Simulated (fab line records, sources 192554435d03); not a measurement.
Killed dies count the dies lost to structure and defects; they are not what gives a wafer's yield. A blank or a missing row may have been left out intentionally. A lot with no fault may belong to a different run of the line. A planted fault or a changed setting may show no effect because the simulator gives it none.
Chamber matching || flow n5Finfet || N5_BEOL_M15_DESCUM_33 on rieDiel-01 has 4 sister chambers
The step chemistry O2, time 7.9 s. 14 wafers are shown with their chamber, then 7 later ones without.

## WAFERS PAIRED WITH THEIR CHAMBERS
{"wafer": "L080.2", "chamber": 3, "drypumpMotorCurrentA (A)": 6.2, "showerheadPlenumPTorr (Torr)": 2.19, "throttleValvePct (%)": 20.39}
{"wafer": "L080.3", "chamber": 0, "drypumpMotorCurrentA (A)": 5.1, "showerheadPlenumPTorr (Torr)": 2.01, "throttleValvePct (%)": 20.30}
{"wafer": "L080.6", "chamber": 0, "drypumpMotorCurrentA (A)": 5.1, "showerheadPlenumPTorr (Torr)": 2.01, "throttleValvePct (%)": 20.30}
{"wafer": "L084.1", "chamber": 2, "drypumpMotorCurrentA (A)": 5.6, "showerheadPlenumPTorr (Torr)": 2.16, "throttleValvePct (%)": 20.49}
{"wafer": "L084.5", "chamber": 3, "drypumpMotorCurrentA (A)": 6.2, "showerheadPlenumPTorr (Torr)": 2.19, "throttleValvePct (%)": 20.37}
{"wafer": "L084.6", "chamber": 2, "drypumpMotorCurrentA (A)": 5.6, "showerheadPlenumPTorr (Torr)": 2.16, "throttleValvePct (%)": 20.49}
{"wafer": "L086.1", "chamber": 3, "drypumpMotorCurrentA (A)": 6.2, "showerheadPlenumPTorr (Torr)": 2.19, "throttleValvePct (%)": 20.41}
{"wafer": "L086.4", "chamber": 1, "drypumpMotorCurrentA (A)": 5.9, "showerheadPlenumPTorr (Torr)": 2.04, "throttleValvePct (%)": 20.73}
{"wafer": "L086.5", "chamber": 1, "drypumpMotorCurrentA (A)": 6.0, "showerheadPlenumPTorr (Torr)": 2.04, "throttleValvePct (%)": 20.75}
{"wafer": "L087.1", "chamber": 1, "drypumpMotorCurrentA (A)": 5.9, "showerheadPlenumPTorr (Torr)": 2.04, "throttleValvePct (%)": 20.73}
{"wafer": "L087.3", "chamber": 2, "drypumpMotorCurrentA (A)": 5.6, "showerheadPlenumPTorr (Torr)": 2.15, "throttleValvePct (%)": 20.50}
{"wafer": "L087.5", "chamber": 0, "drypumpMotorCurrentA (A)": 5.1, "showerheadPlenumPTorr (Torr)": 2.01, "throttleValvePct (%)": 20.32}
{"wafer": "L091.4", "chamber": 2, "drypumpMotorCurrentA (A)": 5.6, "showerheadPlenumPTorr (Torr)": 2.15, "throttleValvePct (%)": 20.53}
{"wafer": "L091.5", "chamber": 0, "drypumpMotorCurrentA (A)": 5.1, "showerheadPlenumPTorr (Torr)": 2.00, "throttleValvePct (%)": 20.33}

SIGNATURES (means of the wafers above)
{"reading": "drypumpMotorCurrentA", "chamber 0": 5.100, "chamber 1": 5.933, "chamber 2": 5.600, "chamber 3": 6.200, "scatter within a chamber": 0.0258}
{"reading": "showerheadPlenumPTorr", "chamber 0": 2.0075, "chamber 1": 2.0400, "chamber 2": 2.1550, "chamber 3": 2.1900, "scatter within a chamber": 0.00418}
{"reading": "throttleValvePct", "chamber 0": 20.3125, "chamber 1": 20.7367, "chamber 2": 20.5025, "chamber 3": 20.3900, "scatter within a chamber": 0.0168}
Rule: distance of a wafer from a chamber = root of the sum over the readings of ((wafer's reading minus chamber's mean) / reading's scatter) squared. If the next closest chamber is less than 2 further off than the closest, the wafer can't be placed; otherwise it belongs to the closest. The scatter is the square root of a quotient: the sum, over the shown wafers, of each reading's squared deviation from its chamber's mean, divided by wafers minus chambers.

## WAFERS WHOSE CHAMBER IS MISSING
{"wafer": "L091.6", "drypumpMotorCurrentA (A)": 6.2, "showerheadPlenumPTorr (Torr)": 2.19, "throttleValvePct (%)": 20.42}
{"wafer": "L095.1", "drypumpMotorCurrentA (A)": 5.6, "showerheadPlenumPTorr (Torr)": 2.15, "throttleValvePct (%)": 20.52}
{"wafer": "L095.3", "drypumpMotorCurrentA (A)": 5.9, "showerheadPlenumPTorr (Torr)": 2.04, "throttleValvePct (%)": 20.76}
{"wafer": "L095.6", "drypumpMotorCurrentA (A)": 5.9, "showerheadPlenumPTorr (Torr)": 2.04, "throttleValvePct (%)": 20.76}
{"wafer": "L097.1", "drypumpMotorCurrentA (A)": 5.9, "showerheadPlenumPTorr (Torr)": 2.04, "throttleValvePct (%)": 20.76}
{"wafer": "L097.2", "drypumpMotorCurrentA (A)": 5.7, "showerheadPlenumPTorr (Torr)": 2.15, "throttleValvePct (%)": 20.51}
{"wafer": "L097.6", "drypumpMotorCurrentA (A)": 6.2, "showerheadPlenumPTorr (Torr)": 2.18, "throttleValvePct (%)": 20.43}

## THE CHAMBER EACH PASSED THROUGH
{"wafer": "L091.6", "from the rows above": 3, "in truth": 3}
{"wafer": "L095.1", "from the rows above": 2, "in truth": 2}
{"wafer": "L095.3", "from the rows above": 1, "in truth": 1}
{"wafer": "L095.6", "from the rows above": 1, "in truth": 1}
{"wafer": "L097.1", "from the rows above": 1, "in truth": 1}
{"wafer": "L097.2", "from the rows above": 2, "in truth": 2}
{"wafer": "L097.6", "from the rows above": 3, "in truth": 3}
Correct placement for 7 of the 7. From these rows, 0 cannot be placed. Placed wrongly: 0.
